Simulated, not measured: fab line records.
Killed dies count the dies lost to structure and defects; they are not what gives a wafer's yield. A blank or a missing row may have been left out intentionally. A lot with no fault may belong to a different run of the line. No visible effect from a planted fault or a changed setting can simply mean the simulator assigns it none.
Struck lot and sound lot, side by side ; flow nandHarc ; 12 steps out of a route of 1302
Sound: the wafers L218.2, L218.3, L218.5. Wafers L210.3, L210.4, L210.5 were the ones struck. Last of all comes the cause.
Each step with rows lists, per side, the tool, then ch with its chambers, then its first start. Under that, the readings that differ: sound wafers ; struck wafers ; difference of the means ; sigmas: that difference in standard deviations of wafers without a fault.
alike: same words and numbers on both sides, and readings whose means sit less than 2 such deviations apart. not compared: any withheld reading, any reading some wafer has no value for, any bound like >300 that may hide the same value, and any number with overlapping values for which the record gives no deviation.
The two part at a step that has a row with sigmas, a row that says differs or no value, or rows on one side only. Numbers that have no deviation but don't overlap get no sigmas and don't part them. A reading that every wafer of one side lacks parts them only if that side has two wafers or more.

first, 1 step without rows for these wafers: NHARC_A_CHANNEL_FILL_D2_ANNEAL_22 (time 7200 s).
NHARC_A_CHANNEL_FILL_D2_ALD_25: deposits SiOx, target thk 60 nm, pulse time 10 s, ald cycles 600.
  sound on aldHk-04 ch 1,3, day 22 15:54; struck on aldHk-01 ch 0,2,3, day 19 23:40
  alike: heaterPowerW, precursorPulseHeightRel
  not compared: sinceWetCleanH
NHARC_A_CHANNEL_FILL_D2_ETCHBACK_08: etches the open film in C4F8, target depth 220 nm, time 110 s.
  sound on rieDiel-05 ch 0,1,2; struck on rieDiel-05 ch 1,2,3
  alike: chamberPressureMTorr, oesProductAu, rfVppV
  not compared: rfHoursCounterH
NHARC_A_CHANNEL_FILL_D2_STRIP_29: strips in O2, time 20 s.
  sound on rieDiel-05 ch 0,1, day 22 20:58; struck on rieDiel-05 ch 1,2,3
  alike: chamberPressureMTorr, drypumpMotorCurrentA, oesProductAu, rfVppV, showerheadPlenumPTorr, throttleValvePct
  not compared: rfHoursCounterH
then, 3 steps without rows for these wafers: NHARC_A_CHANNEL_FILL_D2_PRECLEAN_30 (cleans in dHF, time 30 s); NHARC_A_CHANNEL_FILL_D2_SRD_31; NHARC_A_CHANNEL_FILL_D2_CVD_09 (deposits poly-Si, target thk 150 nm, time 3000 s).
NHARC_A_CHANNEL_FILL_D2_CMP_10: polishes, target thk 150 nm.
  sound on cmp-04 ch 0,3, day 23 02:33; struck on cmp-01 ch 0,1,2, day 20 09:49
reading;sound;struck;difference;sigmas
timeToEndpointS (s);11.2 12.8 13.4;19.1 16.2 17.2;+5.0;+2
  alike: motorCurrentA
after that, 1 step had no rows for these wafers: NHARC_A_CHANNEL_FILL_D2_SRD_12.
NHARC_A_CHANNEL_FILL_D2_RTA_24: time 5 s.
  sound on rtpAnneal-01 ch 0, day 23 03:00; struck on rtpAnneal-01 ch 0, day 20 11:06
  alike: lampPowerPct, lamp_zone_6_pct, wafer_temp_C_max
NHARC_A_CHANNEL_FILL_D2_INSPECT_13:
  struck on defectInspect-01, day 20 11:14; sound on defectInspect-02, day 23 03:10
  alike: rawDefectCount
-- record jumps: 10 days between struck wafers' starts before vs after; left off in module A_CHANNEL_FILL_D2, resumes in module END, first step shown is number 1302 of the route --
NHARC_END_SORT_01:
  here the record holds rows for the struck wafers (prober-01 ch 0, day 30 07:05) but none for the sound ones

== WHERE THEY PART ==
First at NHARC_A_CHANNEL_FILL_D2_CMP_10; last, within this record, at NHARC_END_SORT_01.

WHY: what the simulator had put in
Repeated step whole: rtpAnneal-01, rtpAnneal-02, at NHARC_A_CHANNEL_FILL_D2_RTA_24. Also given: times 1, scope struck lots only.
